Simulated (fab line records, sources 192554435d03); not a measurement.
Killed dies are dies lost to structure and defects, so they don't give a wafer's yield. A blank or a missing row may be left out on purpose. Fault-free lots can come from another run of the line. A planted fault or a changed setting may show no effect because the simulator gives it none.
Matching of chambers -- flow n5-finfet -- N5_BEOL_M6_ETCH_65 on rie-diel-05: 4 sister chambers
The step etches SiARC in CF4, target depth 15.6 nm, time 26 s. 8 wafers are shown with their chamber, then 7 later ones without.

== EACH WAFER AND ITS CHAMBER ==
wafer,chamber,showerhead-plenum-p-Torr (Torr),drypump-motor-current-A (A)
L076.4,0,2.10,5.4
L083.1,2,2.21,5.1
L083.5,3,2.09,5.2
L088.1,2,2.21,5.0
L088.2,1,2.24,5.3
L088.3,0,2.09,5.4
L088.4,3,2.09,5.2
L088.5,1,2.24,5.3

== WAFERS MISSING THEIR CHAMBER ==
wafer,showerhead-plenum-p-Torr (Torr),drypump-motor-current-A (A)
L088.6,2.09,5.4
L089.4,2.24,5.3
L089.5,2.21,5.1
L089.6,2.24,5.3
L091.1,2.21,5.1
L091.3,2.09,5.2
L091.6,2.21,5.1

== WHICH CHAMBER EACH ONE RAN IN ==
wafer,from the rows above,in truth
L088.6,0,0
L089.4,1,1
L089.5,2,2
L089.6,1,1
L091.1,2,2
L091.3,3,3
L091.6,2,2
Correct placement for 7 of the 7. Left unplaced by these rows: 0. Placed wrongly: 0.
How it was worked out, from the rows above alone: a wafer's distance from a chamber is the root of the sum, over the readings, of the square of ((its reading less the chamber's mean) divided by the reading's scatter). The wafer belongs to the nearest chamber; if the next one is less than 2 further off, it can't be placed. The mean given for a chamber averages the wafers shown for that chamber. The scatter is the square root of a quotient: the sum, over the shown wafers, of each reading's squared deviation from its chamber's mean, divided by wafers minus chambers.
